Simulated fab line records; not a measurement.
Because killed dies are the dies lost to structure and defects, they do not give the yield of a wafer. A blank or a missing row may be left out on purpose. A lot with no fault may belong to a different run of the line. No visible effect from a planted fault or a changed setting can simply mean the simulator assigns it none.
Struck lot and sound lot, side by side | flow n5-finfet | 15 out of 1938 route steps
Sound: wafers L332.2, L332.4, L332.6. Wafers L347.1, L347.4, L347.5 were the ones struck. Last of all comes the cause.
Each step with rows lists, per side, the tool, then ch with its chambers, then its first start. Under that, the readings that differ: sound wafers | struck wafers | difference of the means | sigmas: that difference in standard deviations of wafers without a fault.
alike: words and numbers the same on both sides, and readings whose means are apart by under 2 such deviations; not compared: readings that were withheld, readings missing a value for some wafer, numbers with overlapping values and no deviation given by the record, and bounds like >300 which may hide the same value.
A row with sigmas, a row that says differs or no value, or rows on one side alone: a step with any of these is where the two part. When numbers do not overlap yet have no deviation, they are printed without sigmas and do not part them. A reading missing from all wafers of one side parts the sides only when that side holds two or more wafers.

N5_BEOL_M2_ETCH_41: etches SiCN in CH3F/O2, target depth 29.9 nm, time 52.5 s.
  sound on rie-diel-03 ch 0,1,3; struck on rie-diel-03 ch 0,1
  alike: drypump-motor-current-A, oes-product-au, rf-vpp-V, showerhead-plenum-p-Torr, throttle-valve-pct
  not compared: rf-hours-counter-h
N5_BEOL_M2_STRIP_97: strips in N2/H2, time 10 s.
  sound on rie-diel-03 ch 0,1,3; struck on rie-diel-03 ch 0,1
  alike: drypump-motor-current-A, oes-product-au, rf-vpp-V, showerhead-plenum-p-Torr, throttle-valve-pct
  not compared: rf-hours-counter-h
N5_BEOL_M2_OCD_MEAS_38:
  sound on ocd-01, day 7 18:05; struck on ocd-02, day 11 03:50
  alike: trench-depth-nm
then, 4 steps without rows for these wafers: N5_BEOL_M2_HM_STRIP_39 (strips TiN in peroxide tin strip, target depth 25 nm, time 158 s); N5_BEOL_M2_SRD_40 (time 30 s); N5_BEOL_M2_PRECLEAN_42 (cleans in residue remover, time 60 s); N5_BEOL_M2_SRD_43 (time 30 s).
N5_BEOL_M2_CD_MEAS_35: target cd 18 nm, target cd y 22.2 nm.
  sound on cd-sem-03, day 7 18:14; struck on cd-sem-02, day 11 04:05
  alike: cd-nm
then, 1 step without rows for these wafers: N5_BEOL_M2_DEGAS_44 (time 60 s).
N5_BEOL_M2_PRE_CLEAN_45: time 30 s.
  sound on pvd-sputter-01, day 7 18:24; struck on pvd-sputter-01, day 11 04:14
  alike: heater-power-w
N5_BEOL_M2_ALD_84: deposits TaN, pulse time 2 s, purge time 3 s, co reactant purge time 2 s.
  sound on ald-metal-04 ch 0,1,2, day 7 18:30; struck on ald-metal-02 ch 2,3, day 11 04:24
  alike: heater-power-w, mfc-carrier-sccm
N5_BEOL_M2_SURFACE_TREAT_85:
  sound on pvd-sputter-02, day 7 18:44; struck on pvd-sputter-01, day 11 04:37
  not compared: throttle-valve-pct
N5_BEOL_M2_CVD_47: deposits Co from CCTBA/H2, target thk 3 nm, time 223.8 s.
  sound on cvd-co-02 ch 0,1, day 7 19:02; struck on cvd-co-01 ch 0,1, day 11 04:41
  reading          | sound             | struck            | difference | sigmas
  run-length-s (s) | 246.0 246.2 246.3 | 168.4 168.7 168.7 | -77.6      | -99 or more
then, 1 step without rows for these wafers: N5_BEOL_M2_SPUTTER_48 (material Cu, target thk 4.5 nm, time 8.29 s).
N5_BEOL_M4_RC_MEAS_101:
  sound on prober-02 ch 0, day 8 21:17; struck on prober-01 ch 0, day 12 10:19
  alike: DIBL_N, DIBL_P, IOFF_N, IOFF_P, ION_N, ION_P, SS_N, SS_P, VT_N, VT_P

WHERE THEY PART
At N5_BEOL_M2_CVD_47 and nowhere else, as far as this record goes. Later steps at which nothing parts them and some readings are alike: N5_BEOL_M4_RC_MEAS_101.

WHY: the cause the simulator had injected
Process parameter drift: cvd-co-01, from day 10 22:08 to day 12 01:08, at N5_BEOL_M2_CVD_47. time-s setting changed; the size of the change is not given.
